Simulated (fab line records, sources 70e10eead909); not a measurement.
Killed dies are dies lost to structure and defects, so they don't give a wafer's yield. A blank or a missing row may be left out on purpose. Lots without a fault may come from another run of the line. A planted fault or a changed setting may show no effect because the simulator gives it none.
A struck lot beside a sound one | flow nand_harc | 24 steps out of a route of 1159
Sound: wafers L291.2, L291.4, L291.5. Struck: wafers L299.1, L299.2, L299.5. The cause comes at the end.
At each step with rows: each side's tool, then ch and its chambers, then its first start. Under that, the readings that differ: sound wafers | struck wafers | difference of the means | sigmas: that difference in standard deviations of wafers without a fault.
alike: readings whose means differ by less than 2 such deviations, and words and numbers that are the same on both sides. not compared: withheld readings, readings that some wafer has no value for, bounds like >300 that may hide the same value, and numbers for which the record gives no deviation and whose values overlap.
The two part at a step that has a row with sigmas, a row that says differs or no value, or rows on one side only. Numbers that don't overlap but have no deviation are shown without sigmas and don't part them. A reading that every wafer of one side lacks parts them only if that side has two wafers or more.

first, 1 step without rows for these wafers: NHARC_P_M1_SRD_25.
NHARC_P_M1_INSPECT_27:
  sound on defect_inspect-01, day 6 11:32; struck on defect_inspect-01, day 8 05:56
  reading          | sound       | struck      | difference | sigmas
  raw_defect_count | 608 385 520 | 231 194 200 | -296       | -3
NHARC_P_M1_PRE_CLEAN_32: time 12 s.
  sound on pecvd-04 ch 1,2, day 6 11:36; struck on pecvd-03 ch 0,1, day 8 06:00
  alike: heater_power_w, susceptor_temp_C
NHARC_P_M1_DEP_33: deposits SiCN, target thk 30 nm.
  sound on pecvd-04 ch 1,2, day 6 11:41; struck on pecvd-03 ch 0,1, day 8 06:05
  alike: heater_power_w, susceptor_temp_C
then, 7 steps without rows for these wafers: NHARC_P_M2_DEP_00 (deposits SiOC, target thk 182.5 nm); NHARC_P_M2_DEHYDRATE_01 (time 120 s); NHARC_P_M2_HMDS_02 (time 30 s); NHARC_P_M2_COAT_34 (time 65 s); NHARC_P_M2_COAT_03 (resist thk 90 nm); NHARC_P_M2_SOFTBAKE_04 (time 55 s); NHARC_P_M2_EBR_05.
NHARC_P_M2_EXPOSE_06: exposes mask P M2, target cd 170 nm.
  sound on arfi_scanner-03 ch 0, day 6 12:48; struck on arfi_scanner-02 ch 0, day 8 07:05
  alike: mask
then, 2 steps without rows for these wafers: NHARC_P_M2_PEB_07 (peb time 65 s); NHARC_P_M2_DEVELOP_08 (develop time 35 s).
NHARC_P_M2_CD_MEAS_09: target cd 170 nm.
  sound on cd_sem-02 ch 0, day 6 12:56; struck on cd_sem-03 ch 0, day 8 07:14
  reading    | sound             | struck            | difference | sigmas
  cd_nm (nm) | 170.2 170.4 170.5 | 172.5 172.3 179.2 | +4.3       | +7
NHARC_P_M2_OVL_MEAS_10: pitch 340 nm.
  sound on overlay-02, day 6 13:01; struck on overlay-02, day 8 07:19
  alike: overlay_x_nm, overlay_y_nm
NHARC_P_M2_INSPECT_11:
  sound on defect_inspect-01, day 6 13:04; struck on defect_inspect-02, day 8 07:21
  alike: raw_defect_count
NHARC_P_M2_DESCUM_14: chemistry O2, time 3 s.
  sound on rie_diel-05 ch 1,2, day 6 13:08; struck on rie_diel-04 ch 0,1,3, day 8 07:25
  reading               | sound             | struck            | difference | sigmas
  model.P_M2.cd_nm (nm) | 170.2 170.7 171.1 | 172.3 171.5 178.8 | +3.5       |
  alike: drypump_motor_current_A, oes_product_au, rf_vpp_V, showerhead_plenum_p_Torr, throttle_valve_pct
  not compared: rf_hours_counter_h
NHARC_P_M2_ETCH_35: etches the open film in N2/H2, target depth 40 nm, overetch 12 nm, time 43.94 s.
  sound on rie_diel-05 ch 0,1,2, day 6 13:14; struck on rie_diel-04 ch 0,2, day 8 07:31
  alike: drypump_motor_current_A, n2_flow_sccm, oes_product_au, rf_vpp_V, showerhead_plenum_p_Torr, throttle_valve_pct
  not compared: rf_hours_counter_h
NHARC_P_M2_ETCH_15: etches the open film in C4F8/Ar, target depth 182.5 nm, time 91.2 s.
  sound on rie_diel-05 ch 0,1,2; struck on rie_diel-04 ch 0,1,2
  alike: oes_product_au, rf_vpp_V
  not compared: rf_hours_counter_h
NHARC_P_M2_CD_MEAS_16:
  sound on cd_sem-02, day 6 13:28; struck on cd_sem-01, day 8 07:44
  reading    | sound             | struck            | difference | sigmas
  cd_nm (nm) | 169.7 170.7 170.9 | 172.7 171.3 178.9 | +3.9       | +5
NHARC_P_M2_STRIP_18: strips in N2/H2.
  sound on rie_diel-04 ch 0,1,2, day 6 13:34; struck on rie_diel-04 ch 0,2, day 8 07:49
  alike: drypump_motor_current_A, n2_flow_sccm, oes_product_au, rf_vpp_V, showerhead_plenum_p_Torr, throttle_valve_pct
  not compared: rf_hours_counter_h
NHARC_P_M2_ETCH_28: etches the open film in CF4/N2, target depth 30 nm, time 72.99 s.
  sound on rie_diel-04 ch 0,1,2; struck on rie_diel-04 ch 2,3
  reading               | sound             | struck          | difference | sigmas
  model.P_M2.cd_nm (nm) | 170.4 171.4 171.2 | 173 171.6 179.7 | +4         |
  alike: drypump_motor_current_A, n2_flow_sccm, oes_product_au, rf_vpp_V, showerhead_plenum_p_Torr, throttle_valve_pct
  not compared: rf_hours_counter_h
then, 1 step without rows for these wafers: NHARC_P_M2_STRIP_19 (strips in post etch residue remover, time 600 s).

WHERE THEY PART
First at NHARC_P_M1_INSPECT_27; last, within this record, at NHARC_P_M2_CD_MEAS_16. Later steps at which nothing parts them and some readings are alike: NHARC_P_M2_STRIP_18, NHARC_P_M2_ETCH_28.

WHY: what the simulator had put in
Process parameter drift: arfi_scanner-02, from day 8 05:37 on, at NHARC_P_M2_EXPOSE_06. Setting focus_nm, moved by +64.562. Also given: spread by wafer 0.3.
